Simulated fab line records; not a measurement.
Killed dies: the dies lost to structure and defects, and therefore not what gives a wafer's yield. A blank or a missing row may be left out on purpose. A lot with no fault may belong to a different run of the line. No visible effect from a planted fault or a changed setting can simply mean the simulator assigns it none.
Struck lot and sound lot, side by side -- flow n5_finfet -- 14 out of 1938 route steps
Sound: these wafers, L283.1, L283.3, L283.5. Struck: wafers L275.1, L275.4, L275.6. The cause comes at the end.
For every step that has rows: the tool of each side, followed by ch and its chambers, followed by its first start. Under that, the readings that differ: sound wafers -- struck wafers -- difference of the means -- sigmas: that difference in standard deviations of wafers without a fault.
alike: words and numbers the same on both sides, and readings whose means are apart by under 2 such deviations; not compared: readings that were withheld, readings missing a value for some wafer, numbers with overlapping values and no deviation given by the record, and bounds like >300 which may hide the same value.
A row with sigmas, a row that says differs or no value, or rows on one side alone: a step with any of these is where the two part. Non-overlapping numbers with no deviation appear without sigmas and do not part them. Lack of a reading on every wafer of one side parts them only where that side has two or more wafers.

N5_BEOL_M6_ILD_DEP_00: deposits SiCOH lowk from DEMS/porogen, target thk 179.75 nm, time 33.4 s.
  sound on pecvd-04 ch 0,1, day 14 13:25; struck on pecvd-03 ch 0,2, day 12 05:14
  alike: heater_power_w, rf_fwd_power_W, showerhead_plenum_p_Torr, throttle_valve_pct
N5_BEOL_M6_CURE_74: cures SiCOH lowk, time 240 s.
  sound on uv_cure-01 ch 1, day 14 13:29; struck on uv_cure-03 ch 0, day 12 05:19
  alike: lamp_power_pct, wafer_temp_C_max
N5_BEOL_M6_THK_MEAS_01:
  sound on film_metro-02 at day 14 14:00; struck on film_metro-01 at day 12 05:50
  alike: M6_ILD_THK
N5_BEOL_M6_PECVD_70: deposits SiO2 from TEOS/O2, target thk 20 nm, time 22.7 s.
  sound on pecvd-01 ch 0,1,2, day 14 14:02; struck on pecvd-03 ch 0,2, day 12 05:52
  alike: heater_power_w, rf_fwd_power_W, showerhead_plenum_p_Torr, throttle_valve_pct
N5_BEOL_M6_HM_DEP_02: deposits TiN, target thk 20 nm.
  sound on pvd_sputter-03 at day 14 15:28; struck on pvd_sputter-03 at day 12 07:55
  alike: throttle_valve_pct
then, 7 steps without rows for these wafers: N5_BEOL_M6_COAT_59 (time 60 s, resist thk 100 nm); N5_BEOL_M6_COAT_60 (time 60 s, resist thk 35 nm); N5_BEOL_M6_COAT_05 (resist thk 90 nm); N5_BEOL_M6_EBR_07; N5_BEOL_M6_SOFTBAKE_06 (time 60 s); N5_BEOL_M6_EXPOSE_08 (exposes mask M6); N5_BEOL_M6_PEB_09 (peb time 60 s).
N5_BEOL_M6_DEVELOP_10: develop time 30 s.
  struck on litho_track-02, day 12 08:14; sound on litho_track-02 ch 0, day 14 15:47
  no value came back on the struck wafers for chill_plate_temp_C (C), develop_time_s (s); on the sound wafers chill_plate_temp_C (C) reads 23.12 22.97 22.88
reading,sound,struck,difference,sigmas
model.CAR-ArF_of_BEOL_M6_COAT_05.thk_nm (nm),88.2 88.2 88,90 89.8 89.8,+2,
N5_BEOL_M6_CD_MEAS_11: the cd target is 38.5 nm.
  sound on cd_sem-01 ch 0, day 14 15:50; struck on cd_sem-03 ch 0, day 12 08:17
reading,sound,struck,difference,sigmas
cd_nm (nm),39.0 38.2 39.0,- - -,no value on the struck wafers,

== WHERE THEY PART ==
At N5_BEOL_M6_DEVELOP_10 first; at N5_BEOL_M6_CD_MEAS_11 last (within this record only).

WHY: the cause the simulator had injected
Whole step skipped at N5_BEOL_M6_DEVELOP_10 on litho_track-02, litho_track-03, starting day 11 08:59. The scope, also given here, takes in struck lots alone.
